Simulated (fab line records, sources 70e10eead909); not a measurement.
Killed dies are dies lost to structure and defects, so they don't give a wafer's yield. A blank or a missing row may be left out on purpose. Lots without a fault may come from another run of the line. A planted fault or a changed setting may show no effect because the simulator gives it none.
Which tool did it? | flow nand_harc | 11 lots, 33 wafers sampled, at 5 steps of a route of 1302

WHAT THE GAUGES READ, wafer by wafer
NHARC_END_SORT_01. Usual: killed_at_array 59, standard deviation 24; killed_at_other 0.7, standard deviation 1.2; killed_at_periphery 3.5, standard deviation 2.6; killed_dies 63, standard deviation 24; killed_open 3.2, standard deviation 2.1; killed_short 2.4, standard deviation 1.5.
lot  | measured     | on        | killed_at_array | killed_at_other | killed_at_periphery | killed_dies | killed_open | killed_short | flag
L924 | day 33 06:24 | prober-02 | 672 671 674     | 0 0 0           | 5 6 3               | 677 677 677 | 8 4 1       | 3 0 0        | OFF
L925 | day 33 07:10 | prober-01 | 673 676 675     | 0 0 0           | 4 1 2               | 677 677 677 | 0 3 3       | 2 0 2        | OFF

WHICH TOOL RAN EACH LOT (tool, then ch and the chambers of the sampled wafers, then the start)
lot  | NHARC_A_STAIRCASE_TRIM_226                    | NHARC_A_STAIRCASE_TRIM_231                    | NHARC_A_STAIRCASE_TRIM_235         | NHARC_A_STAIRCASE_ETCH_236
L904 | rie_diel-05 ch 0,1,2, day 16 06:28 or earlier | rie_diel-05 ch 0,1, day 16 06:28 or earlier   | rie_diel-05 ch 0,1,2, day 16 06:28 | rie_diel-05 ch 0,1,2, no start
L905 | rie_diel-05 ch 1,3, day 16 13:08 or earlier   | rie_diel-13 ch 1,2,3, day 16 13:08 or earlier | rie_diel-13 ch 0,3, day 16 13:08   | rie_diel-13 ch 2,3, no start
L907 | rie_diel-05 ch 0,2,3, day 16 21:14 or earlier | rie_diel-05 ch 1,2,3, day 16 21:14 or earlier | rie_diel-05 ch 0,1, day 16 21:14   | rie_diel-05 ch 0,1,3, no start
L909 | rie_diel-13 ch 0,1,3, day 18 15:04 or earlier | rie_diel-05 ch 0,2,3, day 18 15:04 or earlier | rie_diel-05 ch 1,2,3, day 18 15:04 | rie_diel-05 ch 1,2,3, no start
L912 | rie_diel-13 ch 1,3, day 20 00:21 or earlier   | rie_diel-05 ch 0,1,3, day 20 00:21 or earlier | rie_diel-05 ch 1,2,3, day 20 00:21 | rie_diel-05 ch 0,2,3, no start
L914 | rie_diel-05 ch 0,3, day 20 00:28 or earlier   | rie_diel-05 ch 2,3, day 20 00:28 or earlier   | rie_diel-05 ch 1,2,3, day 20 00:28 | rie_diel-05 ch 0,1, no start
L913 | rie_diel-13 ch 0,1,3, day 20 02:46 or earlier | rie_diel-01 ch 0,1,2, day 20 02:46 or earlier | rie_diel-01 ch 0,1,2, day 20 02:46 | rie_diel-01 ch 0,1,2, no start
L915 | rie_diel-13 ch 0,1,3, day 20 19:09 or earlier | rie_diel-01 ch 1,2,3, day 20 19:09 or earlier | rie_diel-01 ch 0,2,3, day 20 19:09 | rie_diel-01 ch 0,1,3, no start
L924 | rie_diel-05 ch 0,2,3, day 24 15:44 or earlier | rie_diel-01 ch 1,3, day 24 15:44 or earlier   | rie_diel-01 ch 0,1, day 24 15:44   | rie_diel-01 ch 1,2,3, day 33 06:24 or earlier
L925 | rie_diel-05 ch 0,1,3, day 24 17:56 or earlier | rie_diel-01 ch 1,2,3, day 24 17:56 or earlier | rie_diel-01 ch 0,2,3, day 24 17:56 | rie_diel-01 ch 1,2,3, day 33 07:10 or earlier
L923 | rie_diel-01 ch 1,2,3, day 24 20:15 or earlier | rie_diel-01 ch 0,1, day 24 20:15 or earlier   | rie_diel-01 ch 0,1,2, day 24 20:15 | rie_diel-01 ch 0,1,3, no start
- NHARC_A_STAIRCASE_TRIM_226: chemistry O2, time 211.2 s.
- NHARC_A_STAIRCASE_TRIM_231: chemistry O2, time 211.2 s.
- NHARC_A_STAIRCASE_TRIM_235: chemistry O2, time 211.2 s.
- NHARC_A_STAIRCASE_ETCH_236: etches the open film in C4F8/O2, target depth 100 nm, time 40.5 s.

WHAT THE TOOLS THEMSELVES READ (means of the sampled wafers that have a number; where no wafer has one, the mark that the record gives instead)
NHARC_A_STAIRCASE_TRIM_226. Usual: chamber_pressure_mTorr 60.01 mTorr, standard deviation 0.064; drypump_motor_current_A 5.6 A, standard deviation 0.38; oes_product_au 1.001 a.u., standard deviation 0.009; rf_vpp_V 57.8 V, standard deviation 0.87; showerhead_plenum_p_Torr 3.49 Torr, standard deviation 0.16; throttle_valve_pct 17.037 %, standard deviation 0.009.
lot  | tool        | chamber_pressure_mTorr (mTorr) | drypump_motor_current_A (A) | oes_product_au (a.u.) | rf_vpp_V (V) | showerhead_plenum_p_Torr (Torr) | throttle_valve_pct (%) | flag
L904 | rie_diel-05 | 60.03                          | 5.8                         | 0.996                 | 57.5         | 3.49                            | 17.029                 |
L905 | rie_diel-05 | 60.06                          | 5.2                         | 1.016                 | 58.1         | 3.54                            | 17.035                 |
L907 | rie_diel-05 | 59.96                          | 5.7                         | 1.003                 | 58.3         | 3.57                            | 17.040                 |
L909 | rie_diel-13 | 60.01                          | 5.5                         | 0.999                 | 58.1         | 3.40                            | 17.030                 |
L912 | rie_diel-13 | 60.00                          | 5.6                         | 1.001                 | 57.4         | 3.43                            | 17.029                 |
L914 | rie_diel-05 | 60.03                          | 5.5                         | 1.004                 | 57.6         | 3.72                            | 17.029                 |
L913 | rie_diel-13 | 59.99                          | 5.5                         | 0.992                 | 57.3         | 3.40                            | 17.035                 |
L915 | rie_diel-13 | 60.00                          | 5.5                         | 0.992                 | 57.7         | 3.39                            | 17.029                 |
L924 | rie_diel-05 | 60.00                          | 5.7                         | 0.998                 | 58.3         | 3.54                            | 17.042                 |
L925 | rie_diel-05 | 60.00                          | 5.4                         | 1.005                 | 58.1         | 3.56                            | 17.030                 |
L923 | rie_diel-01 | 60.00                          | 5.8                         | 0.999                 | 58.8         | 3.64                            | 17.037                 |

NHARC_A_STAIRCASE_TRIM_231. Usual: chamber_pressure_mTorr 60.00 mTorr, standard deviation 0.059; drypump_motor_current_A 5.6 A, standard deviation 0.42; oes_product_au 1.002 a.u., standard deviation 0.008; rf_vpp_V 57.9 V, standard deviation 0.98; showerhead_plenum_p_Torr 3.55 Torr, standard deviation 0.16; throttle_valve_pct 17.037 %, standard deviation 0.009.
lot  | tool        | chamber_pressure_mTorr (mTorr) | drypump_motor_current_A (A) | oes_product_au (a.u.) | rf_vpp_V (V) | showerhead_plenum_p_Torr (Torr) | throttle_valve_pct (%) | flag
L904 | rie_diel-05 | 60.03                          | 5.4                         | 1.001                 | 57.1         | 3.51                            | 17.043                 |
L905 | rie_diel-13 | 60.02                          | 5.6                         | 1.004                 | 57.6         | 3.46                            | 17.040                 |
L907 | rie_diel-05 | 59.98                          | 5.6                         | 1.005                 | 56.8         | 3.43                            | 17.030                 |
L909 | rie_diel-05 | 60.02                          | 5.8                         | 1.001                 | 56.8         | 3.57                            | 17.042                 |
L912 | rie_diel-05 | 59.98                          | 5.3                         | 1.005                 | 57.5         | 3.58                            | 17.038                 |
L914 | rie_diel-05 | 59.95                          | 6.0                         | 1.000                 | 57.0         | 3.40                            | 17.044                 |
L913 | rie_diel-01 | 59.96                          | 5.9                         | 1.007                 | 58.0         | 3.67                            | 17.036                 |
L915 | rie_diel-01 | 60.02                          | 5.8                         | 1.000                 | 58.8         | 3.65                            | 17.042                 |
L924 | rie_diel-01 | 60.04                          | 5.8                         | 1.004                 | 59.5         | 3.64                            | 17.039                 |
L925 | rie_diel-01 | 60.00                          | 5.8                         | 1.007                 | 57.9         | 3.64                            | 17.031                 |
L923 | rie_diel-01 | 60.02                          | 5.9                         | 1.008                 | 58.3         | 3.65                            | 17.038                 |

NHARC_A_STAIRCASE_TRIM_235. Usual: chamber_pressure_mTorr 59.99 mTorr, standard deviation 0.057; drypump_motor_current_A 5.6 A, standard deviation 0.42; oes_product_au 1.002 a.u., standard deviation 0.0092; rf_vpp_V 57.8 V, standard deviation 0.95; showerhead_plenum_p_Torr 3.54 Torr, standard deviation 0.16; throttle_valve_pct 17.036 %, standard deviation 0.0096.
lot  | tool        | chamber_pressure_mTorr (mTorr) | drypump_motor_current_A (A) | oes_product_au (a.u.) | rf_vpp_V (V) | showerhead_plenum_p_Torr (Torr) | throttle_valve_pct (%) | flag
L904 | rie_diel-05 | 59.96                          | 5.8                         | 1.002                 | 57.5         | 3.49                            | 17.042                 |
L905 | rie_diel-13 | 59.92                          | 5.4                         | 0.995                 | 57.5         | 3.38                            | 17.033                 |
L907 | rie_diel-05 | 59.98                          | 5.5                         | 1.005                 | 57.8         | 3.64                            | 17.044                 |
L909 | rie_diel-05 | 60.01                          | 5.7                         | 0.994                 | 58.4         | 3.43                            | 17.035                 |
L912 | rie_diel-05 | 60.03                          | 5.7                         | 0.998                 | 57.1         | 3.42                            | 17.038                 |
L914 | rie_diel-05 | 60.01                          | 5.6                         | 1.002                 | 57.7         | 3.42                            | 17.038                 |
L913 | rie_diel-01 | 59.98                          | 5.9                         | 0.993                 | 58.5         | 3.67                            | 17.031                 |
L915 | rie_diel-01 | 60.01                          | 5.5                         | 1.009                 | 58.1         | 3.58                            | 17.025                 |
L924 | rie_diel-01 | -                              | -                           | -                     | -            | -                               | -                      | OFF
L925 | rie_diel-01 | -                              | -                           | -                     | -            | -                               | -                      | OFF
L923 | rie_diel-01 | 59.94                          | 5.9                         | 1.004                 | 58.1         | 3.65                            | 17.039                 |

NHARC_A_STAIRCASE_ETCH_236. Usual: bias_w 1000 W, standard deviation 3.1; oes_product_au 0.947 a.u., standard deviation 0.01; rf_vpp_V 897 V, standard deviation 6.
lot  | tool        | bias_w (W) | oes_product_au (a.u.) | rf_vpp_V (V) | flag
L904 | rie_diel-05 | 999        | 0.943                 | 894          |
L905 | rie_diel-13 | 999        | 0.932                 | 894          |
L907 | rie_diel-05 | 1000       | 0.952                 | 897          |
L909 | rie_diel-05 | 1000       | 0.956                 | 891          |
L912 | rie_diel-05 | 1000       | 0.943                 | 897          |
L914 | rie_diel-05 | 998        | 0.939                 | 900          |
L913 | rie_diel-01 | 997        | 0.944                 | 900          |
L915 | rie_diel-01 | 999        | 0.949                 | 899          |
L924 | rie_diel-01 | 999        | 0.949                 | 899          |
L925 | rie_diel-01 | 1001       | 0.949                 | 901          |
L923 | rie_diel-01 | 997        | 0.947                 | 897          |

THE ANSWER, worked out from the rows above alone
Rule: a lot is off if the mean of its wafers that have a number lies more than 3 standard deviations from the usual mean. A lot without any number at a reading at which 4 lots or more have one is off too. The other lots that the step has rows for count as sound. The gauges are gone through in route order, then the tools' own readings, and for those a lot's mean is taken as printed above. The first step at which some lot is off is used, and at that step the reading that is off furthest; a lot without a number counts as furthest.
Off: L924, L925, at NHARC_END_SORT_01 (killed_at_array). Neither off nor sound, because the step has no rows for them: L904, L905, L907, L909, L912, L914, L913, L915, L923.
A tool fits if, at a process step before that reading, it ran every lot that is off, and no sound lot after the first of them. The gauges at NHARC_END_SORT_01 aren't tried: what is off there is off at NHARC_A_STAIRCASE_TRIM_235 too, on other tools, and a gauge's error can't cause that. NHARC_A_STAIRCASE_TRIM_226 gives no start for some lots, so the hours and the order of its lots are those of NHARC_A_STAIRCASE_TRIM_235. NHARC_A_STAIRCASE_TRIM_231 gives no start for some lots, so the hours and the order of its lots are those of NHARC_A_STAIRCASE_TRIM_235. NHARC_A_STAIRCASE_ETCH_236 gives no start for some lots, so the hours and the order of its lots are those of NHARC_END_SORT_01. Can't be told from this: 2 tools fit, rie_diel-05 at NHARC_A_STAIRCASE_TRIM_226, rie_diel-01 at NHARC_A_STAIRCASE_TRIM_231 and NHARC_A_STAIRCASE_TRIM_235 and NHARC_A_STAIRCASE_ETCH_236.

WHAT THE SIMULATOR HAD PUT IN
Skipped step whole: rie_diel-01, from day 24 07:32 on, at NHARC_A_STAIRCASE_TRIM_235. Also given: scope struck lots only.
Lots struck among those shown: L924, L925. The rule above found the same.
